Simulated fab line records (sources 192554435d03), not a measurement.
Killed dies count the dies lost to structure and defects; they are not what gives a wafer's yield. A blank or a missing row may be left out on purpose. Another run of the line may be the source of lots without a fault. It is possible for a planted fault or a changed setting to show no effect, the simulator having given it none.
A sampling plan put to the test | flow n5_finfet | one fab line, 48 faults that these records tell of, each judged on the records of the lots that it struck
The plan consists of the line's own looks: route steps at which the wafer is read by a gauge or an inspection but not changed. A look is open to judgement when struck wafers have a number at it and the file gives its usual mean and standard deviation on fault-free wafers. Caught: the struck wafers' mean, at a look after the fault's first step, is 4 or more of those standard deviations (sigma) away from the usual mean. On the tool: here the same test is run on the tool's own readings at the fault's steps. Also counted as caught: the struck wafers showing another recipe, or a record that is empty for them alone.

== THE FAULTS, as the simulator had put them in ==
1. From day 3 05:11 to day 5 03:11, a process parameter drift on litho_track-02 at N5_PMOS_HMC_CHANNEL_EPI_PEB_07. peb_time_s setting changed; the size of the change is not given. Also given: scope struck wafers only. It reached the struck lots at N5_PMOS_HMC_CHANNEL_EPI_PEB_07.
2. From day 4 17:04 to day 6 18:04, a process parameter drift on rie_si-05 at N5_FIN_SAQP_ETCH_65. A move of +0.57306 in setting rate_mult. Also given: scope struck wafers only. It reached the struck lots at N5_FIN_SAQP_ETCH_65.
3. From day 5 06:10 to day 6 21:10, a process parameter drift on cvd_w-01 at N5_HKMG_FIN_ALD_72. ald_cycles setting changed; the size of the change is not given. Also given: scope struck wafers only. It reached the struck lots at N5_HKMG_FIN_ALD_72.
4. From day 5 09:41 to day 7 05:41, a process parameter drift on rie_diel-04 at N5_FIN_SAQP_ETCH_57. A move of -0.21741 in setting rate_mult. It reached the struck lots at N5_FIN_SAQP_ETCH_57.
5. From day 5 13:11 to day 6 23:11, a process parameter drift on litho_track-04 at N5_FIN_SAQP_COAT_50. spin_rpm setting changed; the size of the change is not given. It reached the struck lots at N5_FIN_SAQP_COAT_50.
6. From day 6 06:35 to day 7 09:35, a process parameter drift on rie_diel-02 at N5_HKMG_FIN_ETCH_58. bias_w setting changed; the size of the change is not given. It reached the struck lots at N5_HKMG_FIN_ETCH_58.
7. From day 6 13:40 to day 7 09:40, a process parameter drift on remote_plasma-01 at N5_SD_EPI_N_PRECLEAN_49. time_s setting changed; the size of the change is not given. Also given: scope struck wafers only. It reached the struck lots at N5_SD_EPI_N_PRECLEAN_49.
8. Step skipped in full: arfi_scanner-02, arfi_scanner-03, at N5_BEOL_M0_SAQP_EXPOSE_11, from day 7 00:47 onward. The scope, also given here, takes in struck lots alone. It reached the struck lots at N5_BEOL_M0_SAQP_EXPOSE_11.
9. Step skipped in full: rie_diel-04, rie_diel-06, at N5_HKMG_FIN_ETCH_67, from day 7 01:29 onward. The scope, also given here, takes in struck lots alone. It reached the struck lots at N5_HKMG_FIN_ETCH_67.
10. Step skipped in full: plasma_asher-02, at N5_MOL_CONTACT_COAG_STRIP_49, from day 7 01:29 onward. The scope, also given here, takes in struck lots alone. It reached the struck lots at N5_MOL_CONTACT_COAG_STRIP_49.
11. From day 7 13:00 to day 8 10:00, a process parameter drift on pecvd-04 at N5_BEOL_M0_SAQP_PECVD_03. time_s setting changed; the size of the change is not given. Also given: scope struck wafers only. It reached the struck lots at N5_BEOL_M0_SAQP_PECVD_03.
12. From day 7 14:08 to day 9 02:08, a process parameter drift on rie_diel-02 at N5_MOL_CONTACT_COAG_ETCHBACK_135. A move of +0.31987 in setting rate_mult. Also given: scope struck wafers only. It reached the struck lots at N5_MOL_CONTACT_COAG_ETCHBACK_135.
13. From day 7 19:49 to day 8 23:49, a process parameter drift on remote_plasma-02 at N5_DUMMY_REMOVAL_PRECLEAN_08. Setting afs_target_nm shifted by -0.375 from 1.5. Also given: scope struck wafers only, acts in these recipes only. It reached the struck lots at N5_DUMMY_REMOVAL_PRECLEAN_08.
14. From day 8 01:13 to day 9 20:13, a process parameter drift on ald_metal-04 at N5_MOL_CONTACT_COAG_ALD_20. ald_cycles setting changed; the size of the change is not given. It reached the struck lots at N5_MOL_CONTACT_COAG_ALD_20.
15. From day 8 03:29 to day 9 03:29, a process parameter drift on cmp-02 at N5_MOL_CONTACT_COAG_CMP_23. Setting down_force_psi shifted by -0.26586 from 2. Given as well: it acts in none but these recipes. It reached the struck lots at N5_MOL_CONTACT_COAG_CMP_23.
16. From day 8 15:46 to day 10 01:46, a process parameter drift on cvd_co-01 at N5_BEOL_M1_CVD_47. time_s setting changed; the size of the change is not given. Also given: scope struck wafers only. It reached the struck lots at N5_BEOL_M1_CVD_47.
17. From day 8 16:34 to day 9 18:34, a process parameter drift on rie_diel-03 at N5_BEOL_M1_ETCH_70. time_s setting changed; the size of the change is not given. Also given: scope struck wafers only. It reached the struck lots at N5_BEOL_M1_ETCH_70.
18. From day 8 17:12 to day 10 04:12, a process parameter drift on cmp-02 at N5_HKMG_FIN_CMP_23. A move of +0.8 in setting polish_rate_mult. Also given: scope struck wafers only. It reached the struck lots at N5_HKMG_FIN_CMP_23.
19. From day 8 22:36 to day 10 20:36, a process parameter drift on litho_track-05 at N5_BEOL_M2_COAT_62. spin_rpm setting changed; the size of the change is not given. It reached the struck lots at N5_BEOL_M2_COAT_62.
20. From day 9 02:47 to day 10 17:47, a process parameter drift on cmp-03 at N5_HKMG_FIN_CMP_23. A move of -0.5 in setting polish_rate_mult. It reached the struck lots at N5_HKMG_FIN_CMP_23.
21. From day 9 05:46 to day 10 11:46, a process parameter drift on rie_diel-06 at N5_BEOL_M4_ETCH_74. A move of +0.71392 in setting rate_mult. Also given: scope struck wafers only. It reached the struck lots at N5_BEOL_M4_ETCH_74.
22. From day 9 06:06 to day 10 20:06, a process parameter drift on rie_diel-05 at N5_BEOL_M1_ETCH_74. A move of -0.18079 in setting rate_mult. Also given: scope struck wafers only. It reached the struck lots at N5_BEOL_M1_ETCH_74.
23. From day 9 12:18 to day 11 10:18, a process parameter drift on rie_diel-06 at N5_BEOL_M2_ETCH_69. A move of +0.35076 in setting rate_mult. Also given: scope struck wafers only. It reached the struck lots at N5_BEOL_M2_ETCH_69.
24. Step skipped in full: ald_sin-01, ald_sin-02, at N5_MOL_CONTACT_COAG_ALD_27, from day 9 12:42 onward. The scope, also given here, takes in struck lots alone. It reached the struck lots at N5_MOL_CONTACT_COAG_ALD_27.
25. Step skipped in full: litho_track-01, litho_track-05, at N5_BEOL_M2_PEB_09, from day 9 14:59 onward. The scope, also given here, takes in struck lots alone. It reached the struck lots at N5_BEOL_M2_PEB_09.
26. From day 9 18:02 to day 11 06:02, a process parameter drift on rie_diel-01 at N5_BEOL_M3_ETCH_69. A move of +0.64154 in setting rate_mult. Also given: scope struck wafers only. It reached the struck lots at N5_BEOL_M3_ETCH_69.
27. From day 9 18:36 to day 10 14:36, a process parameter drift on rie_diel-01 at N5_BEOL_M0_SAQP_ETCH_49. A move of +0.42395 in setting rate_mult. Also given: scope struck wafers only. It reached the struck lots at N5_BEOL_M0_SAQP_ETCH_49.
28. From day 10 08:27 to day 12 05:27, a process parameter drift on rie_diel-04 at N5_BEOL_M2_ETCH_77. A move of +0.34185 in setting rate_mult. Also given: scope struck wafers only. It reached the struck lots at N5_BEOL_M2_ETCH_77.
29. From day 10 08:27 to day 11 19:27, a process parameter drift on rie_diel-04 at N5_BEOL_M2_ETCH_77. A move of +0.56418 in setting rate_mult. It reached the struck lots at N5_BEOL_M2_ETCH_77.
30. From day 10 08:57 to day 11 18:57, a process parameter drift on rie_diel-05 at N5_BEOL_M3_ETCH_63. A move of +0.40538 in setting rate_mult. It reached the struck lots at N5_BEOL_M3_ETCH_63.
31. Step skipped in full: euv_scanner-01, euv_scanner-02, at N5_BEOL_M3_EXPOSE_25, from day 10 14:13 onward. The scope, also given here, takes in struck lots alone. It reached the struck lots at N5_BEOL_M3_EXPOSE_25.
32. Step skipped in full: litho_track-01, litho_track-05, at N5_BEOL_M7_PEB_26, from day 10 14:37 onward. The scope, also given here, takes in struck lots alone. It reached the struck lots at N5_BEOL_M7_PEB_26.
33. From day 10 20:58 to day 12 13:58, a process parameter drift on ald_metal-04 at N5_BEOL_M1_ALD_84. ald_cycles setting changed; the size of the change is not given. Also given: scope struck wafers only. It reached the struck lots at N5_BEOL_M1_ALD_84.
34. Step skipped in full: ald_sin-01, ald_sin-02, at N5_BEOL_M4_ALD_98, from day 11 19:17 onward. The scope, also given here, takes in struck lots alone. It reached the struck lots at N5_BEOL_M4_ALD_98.
35. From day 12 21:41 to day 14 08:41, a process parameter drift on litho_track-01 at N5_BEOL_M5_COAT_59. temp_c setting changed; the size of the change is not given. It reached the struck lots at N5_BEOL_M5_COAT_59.
36. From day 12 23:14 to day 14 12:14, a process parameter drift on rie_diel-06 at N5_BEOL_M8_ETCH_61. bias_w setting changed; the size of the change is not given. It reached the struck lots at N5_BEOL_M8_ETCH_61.
37. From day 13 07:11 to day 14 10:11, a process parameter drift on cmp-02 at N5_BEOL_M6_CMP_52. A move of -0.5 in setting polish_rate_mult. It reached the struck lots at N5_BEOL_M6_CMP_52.
38. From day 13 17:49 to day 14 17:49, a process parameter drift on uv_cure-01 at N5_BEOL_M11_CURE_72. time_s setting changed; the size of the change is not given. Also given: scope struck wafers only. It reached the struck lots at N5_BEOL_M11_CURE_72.
39. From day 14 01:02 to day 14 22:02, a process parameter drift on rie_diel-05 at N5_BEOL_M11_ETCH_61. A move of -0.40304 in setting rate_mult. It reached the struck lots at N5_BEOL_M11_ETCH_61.
40. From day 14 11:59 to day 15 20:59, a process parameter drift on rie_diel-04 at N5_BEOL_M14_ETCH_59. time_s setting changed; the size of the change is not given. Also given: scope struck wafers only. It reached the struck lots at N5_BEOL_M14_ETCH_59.
41. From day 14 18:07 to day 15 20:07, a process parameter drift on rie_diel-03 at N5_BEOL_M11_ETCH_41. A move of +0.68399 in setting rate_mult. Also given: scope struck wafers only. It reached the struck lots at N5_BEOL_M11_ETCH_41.
42. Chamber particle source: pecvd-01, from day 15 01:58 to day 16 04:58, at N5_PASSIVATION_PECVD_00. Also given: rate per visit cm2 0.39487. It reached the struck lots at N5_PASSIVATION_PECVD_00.
43. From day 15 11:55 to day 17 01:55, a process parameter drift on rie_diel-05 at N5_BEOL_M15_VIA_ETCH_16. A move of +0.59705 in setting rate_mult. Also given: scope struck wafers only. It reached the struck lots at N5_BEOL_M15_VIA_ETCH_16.
44. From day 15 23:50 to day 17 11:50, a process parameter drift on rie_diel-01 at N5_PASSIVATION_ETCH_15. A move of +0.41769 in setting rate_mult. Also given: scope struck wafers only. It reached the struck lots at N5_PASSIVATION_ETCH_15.
45. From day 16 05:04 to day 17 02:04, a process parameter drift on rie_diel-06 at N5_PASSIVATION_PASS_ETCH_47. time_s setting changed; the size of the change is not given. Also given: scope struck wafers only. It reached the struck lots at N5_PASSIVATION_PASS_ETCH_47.
46. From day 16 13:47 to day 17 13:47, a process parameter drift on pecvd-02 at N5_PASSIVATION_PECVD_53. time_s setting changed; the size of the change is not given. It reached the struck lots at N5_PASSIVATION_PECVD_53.
47. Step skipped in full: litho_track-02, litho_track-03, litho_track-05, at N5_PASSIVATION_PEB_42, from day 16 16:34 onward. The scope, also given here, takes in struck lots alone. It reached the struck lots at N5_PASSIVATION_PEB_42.
48. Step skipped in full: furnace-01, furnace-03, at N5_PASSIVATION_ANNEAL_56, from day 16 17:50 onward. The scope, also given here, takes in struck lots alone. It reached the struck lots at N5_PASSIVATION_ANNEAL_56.

== WHAT THE PLAN SAW ==
fault | on the tool itself                               | first look that catches it                      | reading, sigma                                    | median hours from its first step to that look | hours from the fault's start to the first struck lot there | judged looks passed uncaught
1     | heater_power_total_W +6.3 sigma                  | none of the 2 looks that can be judged after it | -                                                 | -                                             | -                                                          | 2
2     | oes_product_au +17 sigma                         | not the one look that can be judged after it    | -                                                 | -                                             | -                                                          | 1
3     | under 2 sigma                                    | not the one look that can be judged after it    | -                                                 | -                                             | -                                                          | 1
4     | etch_rf_on_time_s +10 sigma                      | not the one look that can be judged after it    | -                                                 | -                                             | -                                                          | 1
5     | spin_speed_rpm +82 sigma                         | not the one look that can be judged after it    | -                                                 | -                                             | -                                                          | 1
6     | bias_w -34 sigma                                 | not the one look that can be judged after it    | -                                                 | -                                             | -                                                          | 1
7     | no reading that can be judged                    | none of the 2 looks that can be judged after it | -                                                 | -                                             | -                                                          | 2
8     | no reading that can be judged                    | no look after it can be judged                  | -                                                 | -                                             | -                                                          | 0
9     | the tool's record is blank for the struck wafers | no look after it can be judged                  | -                                                 | -                                             | -                                                          | 0
10    | the tool's record is blank for the struck wafers | not the one look that can be judged after it    | -                                                 | -                                             | -                                                          | 1
11    | run_length_s +11 sigma                           | not the one look that can be judged after it    | -                                                 | -                                             | -                                                          | 1
12    | only faintly: oes_product_au +3.2 sigma          | not the one look that can be judged after it    | strongest: IOFF_N at N5_BEOL_M4_RC_MEAS_101, +2.4 | -                                             | -                                                          | 1
13    | no reading that can be judged                    | N5_BEOL_M4_RC_MEAS_101                          | EOT_N +11                                         | 94.8                                          | 105                                                        | 0
14    | under 2 sigma                                    | not the one look that can be judged after it    | -                                                 | -                                             | -                                                          | 1
15    | head_pressure_psi -62 sigma                      | not the one look that can be judged after it    | -                                                 | -                                             | -                                                          | 1
16    | run_length_s -99 or beyond sigma                 | not the one look that can be judged after it    | -                                                 | -                                             | -                                                          | 1
17    | run_length_s -47 sigma                           | not the one look that can be judged after it    | -                                                 | -                                             | -                                                          | 1
18    | time_to_endpoint_s -4.6 sigma                    | not the one look that can be judged after it    | strongest: SS_N at N5_BEOL_M4_RC_MEAS_101, +2.5   | -                                             | -                                                          | 1
19    | spin_speed_rpm +86 sigma                         | not the one look that can be judged after it    | -                                                 | -                                             | -                                                          | 1
20    | overpolish_run_s -99 or beyond sigma             | not the one look that can be judged after it    | -                                                 | -                                             | -                                                          | 1
21    | etch_rf_on_time_s -13 sigma                      | not the one look that can be judged after it    | -                                                 | -                                             | -                                                          | 1
22    | etch_rf_on_time_s +6.7 sigma                     | not the one look that can be judged after it    | -                                                 | -                                             | -                                                          | 1
23    | etch_rf_on_time_s -7.7 sigma                     | not the one look that can be judged after it    | -                                                 | -                                             | -                                                          | 1
24    | the tool's record is blank for the struck wafers | not the one look that can be judged after it    | -                                                 | -                                             | -                                                          | 1
25    | the tool's record is blank for the struck wafers | no look after it can be judged                  | -                                                 | -                                             | -                                                          | 0
26    | etch_rf_on_time_s -9.7 sigma                     | not the one look that can be judged after it    | -                                                 | -                                             | -                                                          | 1
27    | only faintly: oes_product_au +3.2 sigma          | not the one look that can be judged after it    | -                                                 | -                                             | -                                                          | 1
28    | etch_rf_on_time_s -7.5 sigma                     | not the one look that can be judged after it    | -                                                 | -                                             | -                                                          | 1
29    | etch_rf_on_time_s -10 sigma                      | not the one look that can be judged after it    | -                                                 | -                                             | -                                                          | 1
30    | etch_rf_on_time_s -7.4 sigma                     | not the one look that can be judged after it    | -                                                 | -                                             | -                                                          | 1
31    | no reading that can be judged                    | no look after it can be judged                  | -                                                 | -                                             | -                                                          | 0
32    | the tool's record is blank for the struck wafers | no look after it can be judged                  | -                                                 | -                                             | -                                                          | 0
33    | under 2 sigma                                    | not the one look that can be judged after it    | -                                                 | -                                             | -                                                          | 1
34    | the tool's record is blank for the struck wafers | not the one look that can be judged after it    | -                                                 | -                                             | -                                                          | 1
35    | plate_temp_C -54 sigma                           | no look after it can be judged                  | -                                                 | -                                             | -                                                          | 0
36    | bias_w +20 sigma                                 | no look after it can be judged                  | -                                                 | -                                             | -                                                          | 0
37    | overpolish_run_s -99 or beyond sigma             | N5_BEOL_M6_THK_MEAS_53                          | M6_THK +42                                        | 0.3                                           | 1                                                          | 0
38    | run_length_s +8.0 sigma                          | no look after it can be judged                  | -                                                 | -                                             | -                                                          | 0
39    | etch_rf_on_time_s +15 sigma                      | no look after it can be judged                  | -                                                 | -                                             | -                                                          | 0
40    | run_length_s -17 sigma                           | no look after it can be judged                  | -                                                 | -                                             | -                                                          | 0
41    | oes_product_au +5.6 sigma                        | no look after it can be judged                  | -                                                 | -                                             | -                                                          | 0
42    | under 2 sigma                                    | N5_MIM_TOP_LITHO_INSPECT_12                     | raw_defect_count +99 or beyond                    | 3.9                                           | 7                                                          | 0
43    | oes_product_au +4.6 sigma                        | no look after it can be judged                  | -                                                 | -                                             | -                                                          | 0
44    | only faintly: oes_product_au +3.4 sigma          | no look after it can be judged                  | -                                                 | -                                             | -                                                          | 0
45    | run_length_s +99 or beyond sigma                 | no look after it can be judged                  | -                                                 | -                                             | -                                                          | 0
46    | run_length_s -99 or beyond sigma                 | no look after it can be judged                  | -                                                 | -                                             | -                                                          | 0
47    | no reading that can be judged                    | no look after it can be judged                  | -                                                 | -                                             | -                                                          | 0
48    | the tool's record is blank for the struck wafers | no look after it can be judged                  | -                                                 | -                                             | -                                                          | 0
A dash: the fault is not caught, or the number is missing from these records.

Caught at a look: 3 of 48. Caught on the tool: 36 of 48. By one or the other: 38 of 48.
On the tool alone, faults 1, 2, 4, 5, 6, 9, 10, 11, 15, 16, 17, 18, 19, 20, 21, 22, 23, 24, 25, 26, 28, 29, 30, 32, 34, 35, 36, 38, 39, 40, 41, 43, 45, 46, 48 were caught.
Caught at a look alone: faults 13, 42.
Caught by neither: faults 3, 7, 8, 12, 14, 27, 31, 33, 44, 47.

== THINNER SAMPLING ==
If the look that catches a fault measured only every second or every third lot, by lot number, the first struck lot would be measured this late in the worst case:
fault | struck lots at that look, in order of time | every lot | every second lot | every third lot
13    | L725, L726, L728                           | 105 h     | 107 h            | may miss all 3
37    | L397, L400                                 | 1 h       | 26 h             | may miss all 2
42    | L934, L935                                 | 7 h       | 12 h             | may miss all 2
Hours count from the start of the fault until the first struck lot that is measured. 4 sigma limit: tested on the pooled struck wafers, so a lone lot may be under it. Other struck lots may not be in these records.

== THE LONGEST TIMED WAY FROM STEP TO LOOK ==
Fault 13: the median time between N5_DUMMY_REMOVAL_PRECLEAN_08 and N5_BEOL_M4_RC_MEAS_101 is 94.8 hours. No look between them can be judged.
